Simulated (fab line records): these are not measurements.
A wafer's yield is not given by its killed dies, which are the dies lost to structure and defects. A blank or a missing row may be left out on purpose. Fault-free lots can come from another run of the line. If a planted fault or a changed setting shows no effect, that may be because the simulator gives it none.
Which tool is to blame?	flow n5 finfet	11 lots with 32 wafers sampled at 3 steps, on a route of 1938 steps

## WHAT THE GAUGES READ, wafer by wafer
N5_BEOL_M11_CD_MEAS_18: pitch 140 nm, target cd 70 nm.
lot	measured	on	cd nm (nm)
L965	day 12 07:22	cd sem-02	69.4 70.7 70.1
L966	day 12 14:01	cd sem-02	68.8 69.1 69.8
L967	day 12 20:58	cd sem-03	69.7 70.2 69.2
L971	day 13 14:35	cd sem-03	69.5 69.2 69.7
L969	day 13 19:18	cd sem-03	69.1 70.3
L974	day 14 03:40	cd sem-02	69.1 69.4 68.9
L981	day 16 08:40	cd sem-03	70.5 70.3 69.7
L982	day 16 22:30	cd sem-02	69.3 68.8 70.4
L984	day 17 01:26	cd sem-01	70.9 69.8 69.3
L985	day 17 06:13	cd sem-03	71.1 69.4 68.9
L986	day 17 15:03	cd sem-03	69.9 70.5 69.5

## EACH LOT AND THE TOOL THAT RAN IT (in order: tool; ch and the chambers of the sampled wafers; start)
lot	N5_BEOL_M11_STRIP_67	N5_BEOL_M11_HM_OPEN_17
L965	rie diel-01 ch 1,2,3, day 12 07:09	rie metal-02 ch 0,1, day 12 07:11
L966	rie diel-02 ch 1,3, day 12 13:46	rie metal-03 ch 0,1, day 12 13:50
L967	rie diel-01 ch 0,2,3, day 12 20:43	rie metal-02 ch 0,1, day 12 20:46
L971	rie diel-02 ch 1,2,3, day 13 14:22	rie metal-02 ch 0,1, day 13 14:25
L969	rie diel-02 ch 1,3, day 13 19:05	rie metal-02 ch 0,1, day 13 19:09
L974	rie diel-02 ch 0,1, day 14 03:26	rie metal-03 ch 0,1, day 14 03:29
L981	rie diel-01 ch 0,1,2, day 16 08:26	rie metal-03 ch 0,1, day 16 08:28
L982	rie diel-02 ch 0,1,2, day 16 22:11	rie metal-03 ch 0,1, day 16 22:13
L984	rie diel-02 ch 0,1, day 17 01:09	rie metal-02 ch 0,1, day 17 01:11
L985	rie diel-01 ch 0,1, day 17 06:00	rie metal-02 ch 0,1, day 17 06:02
L986	rie diel-02 ch 1,3, day 17 14:49	rie metal-02 ch 0,1, day 17 14:53
- N5_BEOL_M11_STRIP_67: strips in CF4.
- N5_BEOL_M11_HM_OPEN_17: chemistry Cl2/BCl3, target TiN, target depth 20 nm, overetch 6 nm.

## THE ANSWER, worked out from the rows above alone
Rule: the lots themselves supply what counts as usual. The widest of any qualifying gaps counts: lots, ordered by their means at a reading, are off when they make up no more than a third of the lots, leave a main group of 4 or more, and stand apart from it by 3 or more times the standard deviation of that group's means. A main group is skipped when, at the precision printed for the reading in the tables above, its means are all equal. Also off: a lot with no number at a reading for which 4 or more lots have one. All remaining lots with rows at the step are treated as sound.
Across all readings shown, no lot is off: no conclusion can be drawn from this.

## WHAT THE SIMULATOR PUT IN
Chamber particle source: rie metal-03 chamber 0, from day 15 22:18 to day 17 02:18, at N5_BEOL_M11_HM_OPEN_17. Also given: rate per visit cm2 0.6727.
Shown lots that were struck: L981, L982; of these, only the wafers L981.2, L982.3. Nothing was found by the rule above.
